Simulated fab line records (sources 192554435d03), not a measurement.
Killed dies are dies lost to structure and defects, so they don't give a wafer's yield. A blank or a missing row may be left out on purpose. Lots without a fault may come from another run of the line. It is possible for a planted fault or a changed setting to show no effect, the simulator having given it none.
Chamber matching || flow n5 finfet || rie diel-06 running N5_BEOL_M10_ETCH_62: 4 sister chambers
The step etches SOC in N2/H2, target depth 110 nm, overetch 22 nm, time 165 s. 18 wafers are shown with their chamber, then 9 later ones without.

WAFERS WITH THEIR CHAMBER
{"wafer": "L076.2", "chamber": 3, "drypump motor current A (A)": 5.0, "showerhead plenum p Torr (Torr)": 2.68, "throttle valve pct (%)": 17.78}
{"wafer": "L076.3", "chamber": 1, "drypump motor current A (A)": 5.9, "showerhead plenum p Torr (Torr)": 2.70, "throttle valve pct (%)": 17.72}
{"wafer": "L076.6", "chamber": 2, "drypump motor current A (A)": 5.3, "showerhead plenum p Torr (Torr)": 2.58, "throttle valve pct (%)": 17.49}
{"wafer": "L075.1", "chamber": 1, "drypump motor current A (A)": 5.9, "showerhead plenum p Torr (Torr)": 2.70, "throttle valve pct (%)": 17.71}
{"wafer": "L075.4", "chamber": 3, "drypump motor current A (A)": 5.0, "showerhead plenum p Torr (Torr)": 2.68, "throttle valve pct (%)": 17.79}
{"wafer": "L075.6", "chamber": 2, "drypump motor current A (A)": 5.3, "showerhead plenum p Torr (Torr)": 2.58, "throttle valve pct (%)": 17.54}
{"wafer": "L086.1", "chamber": 1, "drypump motor current A (A)": 5.9, "showerhead plenum p Torr (Torr)": 2.69, "throttle valve pct (%)": 17.75}
{"wafer": "L086.2", "chamber": 3, "drypump motor current A (A)": 5.0, "showerhead plenum p Torr (Torr)": 2.67, "throttle valve pct (%)": 17.83}
{"wafer": "L086.3", "chamber": 2, "drypump motor current A (A)": 5.4, "showerhead plenum p Torr (Torr)": 2.57, "throttle valve pct (%)": 17.55}
{"wafer": "L086.4", "chamber": 0, "drypump motor current A (A)": 5.3, "showerhead plenum p Torr (Torr)": 2.57, "throttle valve pct (%)": 17.84}
{"wafer": "L086.5", "chamber": 2, "drypump motor current A (A)": 5.3, "showerhead plenum p Torr (Torr)": 2.57, "throttle valve pct (%)": 17.56}
{"wafer": "L086.6", "chamber": 3, "drypump motor current A (A)": 4.9, "showerhead plenum p Torr (Torr)": 2.67, "throttle valve pct (%)": 17.83}
{"wafer": "L089.2", "chamber": 3, "drypump motor current A (A)": 5.0, "showerhead plenum p Torr (Torr)": 2.66, "throttle valve pct (%)": 17.84}
{"wafer": "L089.3", "chamber": 0, "drypump motor current A (A)": 5.3, "showerhead plenum p Torr (Torr)": 2.57, "throttle valve pct (%)": 17.86}
{"wafer": "L089.5", "chamber": 2, "drypump motor current A (A)": 5.4, "showerhead plenum p Torr (Torr)": 2.56, "throttle valve pct (%)": 17.56}
{"wafer": "L090.1", "chamber": 0, "drypump motor current A (A)": 5.3, "showerhead plenum p Torr (Torr)": 2.57, "throttle valve pct (%)": 17.86}
{"wafer": "L090.2", "chamber": 1, "drypump motor current A (A)": 5.9, "showerhead plenum p Torr (Torr)": 2.68, "throttle valve pct (%)": 17.78}
{"wafer": "L090.3", "chamber": 2, "drypump motor current A (A)": 5.4, "showerhead plenum p Torr (Torr)": 2.56, "throttle valve pct (%)": 17.58}

SIGNATURES, as means of the wafers listed above
{"reading": "drypump motor current A", "chamber 0": 5.300, "chamber 1": 5.900, "chamber 2": 5.350, "chamber 3": 4.980, "scatter within a chamber": 0.0405}
{"reading": "showerhead plenum p Torr", "chamber 0": 2.5700, "chamber 1": 2.6925, "chamber 2": 2.5700, "chamber 3": 2.6720, "scatter within a chamber": 0.00826}
{"reading": "throttle valve pct", "chamber 0": 17.8533, "chamber 1": 17.7400, "chamber 2": 17.5467, "chamber 3": 17.8140, "scatter within a chamber": 0.0279}
Rule: for a wafer and a chamber, the distance is found by dividing, reading by reading, the gap between the wafer's reading and the chamber's mean by the reading's scatter, squaring, summing and taking the root. If the next closest chamber is less than 2 further off than the closest, the wafer can't be placed; otherwise it belongs to the closest. The scatter: the root of (the sum of the squares of (reading less its chamber's mean) over the shown wafers, divided by (wafers less chambers)).

WAFERS WITH NO CHAMBER GIVEN
{"wafer": "L090.4", "drypump motor current A (A)": 5.0, "showerhead plenum p Torr (Torr)": 2.66, "throttle valve pct (%)": 17.84}
{"wafer": "L090.5", "drypump motor current A (A)": 5.3, "showerhead plenum p Torr (Torr)": 2.57, "throttle valve pct (%)": 17.85}
{"wafer": "L090.6", "drypump motor current A (A)": 5.9, "showerhead plenum p Torr (Torr)": 2.68, "throttle valve pct (%)": 17.77}
{"wafer": "L088.1", "drypump motor current A (A)": 5.0, "showerhead plenum p Torr (Torr)": 2.66, "throttle valve pct (%)": 17.86}
{"wafer": "L088.2", "drypump motor current A (A)": 5.4, "showerhead plenum p Torr (Torr)": 2.56, "throttle valve pct (%)": 17.58}
{"wafer": "L088.3", "drypump motor current A (A)": 5.3, "showerhead plenum p Torr (Torr)": 2.57, "throttle valve pct (%)": 17.85}
{"wafer": "L088.4", "drypump motor current A (A)": 5.9, "showerhead plenum p Torr (Torr)": 2.68, "throttle valve pct (%)": 17.78}
{"wafer": "L088.5", "drypump motor current A (A)": 5.9, "showerhead plenum p Torr (Torr)": 2.68, "throttle valve pct (%)": 17.76}
{"wafer": "L088.6", "drypump motor current A (A)": 5.4, "showerhead plenum p Torr (Torr)": 2.56, "throttle valve pct (%)": 17.57}

WHICH CHAMBER EACH ONE RAN IN
{"wafer": "L090.4", "from the rows above": 3, "in truth": 3}
{"wafer": "L090.5", "from the rows above": 0, "in truth": 0}
{"wafer": "L090.6", "from the rows above": 1, "in truth": 1}
{"wafer": "L088.1", "from the rows above": 3, "in truth": 3}
{"wafer": "L088.2", "from the rows above": 2, "in truth": 2}
{"wafer": "L088.3", "from the rows above": 0, "in truth": 0}
{"wafer": "L088.4", "from the rows above": 1, "in truth": 1}
{"wafer": "L088.5", "from the rows above": 1, "in truth": 1}
{"wafer": "L088.6", "from the rows above": 2, "in truth": 2}
Correctly placed: 9 of 9. Can't be placed from these rows: 0. Number placed wrongly: 0.
